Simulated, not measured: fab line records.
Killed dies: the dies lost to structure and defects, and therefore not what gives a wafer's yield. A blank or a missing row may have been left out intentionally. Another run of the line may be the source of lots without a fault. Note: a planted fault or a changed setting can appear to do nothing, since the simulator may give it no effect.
Chamber matching | flow n5 finfet | rie diel-06 running N5_BEOL_M5_DESCUM_16: 4 sister chambers
The step chemistry O2, time 7 s. 20 wafers are shown with their chamber, then 10 later ones without.

## EACH WAFER AND ITS CHAMBER
wafer  | chamber | showerhead plenum p Torr (Torr) | throttle valve pct (%) | drypump motor current A (A)
L077.1 | 2       | 2.11                            | 20.48                  | 6.1
L077.4 | 1       | 2.03                            | 20.63                  | 5.4
L077.5 | 0       | 2.17                            | 20.47                  | 5.5
L078.1 | 0       | 2.17                            | 20.47                  | 5.6
L078.3 | 1       | 2.03                            | 20.61                  | 5.5
L078.5 | 0       | 2.17                            | 20.46                  | 5.6
L081.1 | 2       | 2.10                            | 20.47                  | 6.1
L081.3 | 1       | 2.03                            | 20.63                  | 5.4
L081.6 | 0       | 2.17                            | 20.46                  | 5.5
L084.2 | 2       | 2.10                            | 20.50                  | 6.1
L084.4 | 3       | 2.20                            | 20.09                  | 5.2
L084.5 | 0       | 2.17                            | 20.47                  | 5.5
L085.1 | 1       | 2.03                            | 20.66                  | 5.4
L085.3 | 3       | 2.20                            | 20.09                  | 5.2
L085.6 | 3       | 2.20                            | 20.08                  | 5.2
L087.1 | 0       | 2.17                            | 20.49                  | 5.6
L087.2 | 2       | 2.10                            | 20.48                  | 6.1
L087.5 | 3       | 2.20                            | 20.10                  | 5.2
L088.3 | 0       | 2.17                            | 20.49                  | 5.6
L088.4 | 1       | 2.03                            | 20.65                  | 5.4

SIGNATURES, as means of the wafers listed above
reading                  | chamber 0 | chamber 1 | chamber 2 | chamber 3 | scatter within a chamber
showerhead plenum p Torr | 2.1700    | 2.0300    | 2.1025    | 2.2000    | 0.00217
throttle valve pct       | 20.4729   | 20.6360   | 20.4825   | 20.0900   | 0.014
drypump motor current A  | 5.557     | 5.420     | 6.100     | 5.200     | 0.0396
Rule: a wafer lies at a distance from a chamber equal to the root of the sum of squares, over the readings, of (its reading less the chamber's mean, divided by the reading's scatter). The wafer belongs to the nearest chamber; if the next one is less than 2 further off, it can't be placed. The scatter: take each reading less its chamber's mean, square it, sum over the shown wafers, divide by the number of wafers less the number of chambers, and take the root.

## WAFERS MISSING THEIR CHAMBER
wafer  | showerhead plenum p Torr (Torr) | throttle valve pct (%) | drypump motor current A (A)
L088.5 | 2.10                            | 20.50                  | 6.1
L090.2 | 2.10                            | 20.49                  | 6.1
L090.5 | 2.10                            | 20.50                  | 6.1
L090.6 | 2.03                            | 20.65                  | 5.4
L092.1 | 2.10                            | 20.51                  | 6.1
L092.2 | 2.20                            | 20.09                  | 5.2
L092.5 | 2.02                            | 20.66                  | 5.4
L094.3 | 2.16                            | 20.53                  | 5.6
L094.4 | 2.10                            | 20.52                  | 6.1
L094.5 | 2.09                            | 20.52                  | 6.1

## WHICH CHAMBER EACH ONE RAN IN
wafer  | from the rows above | in truth
L088.5 | 2                   | 2
L090.2 | 2                   | 2
L090.5 | 2                   | 2
L090.6 | 1                   | 1
L092.1 | 2                   | 2
L092.2 | 3                   | 3
L092.5 | 1                   | 1
L094.3 | 0                   | 0
L094.4 | 2                   | 2
L094.5 | 2                   | 2
10 of 10 placed correctly. Left unplaced by these rows: 0. 0 placed wrongly.
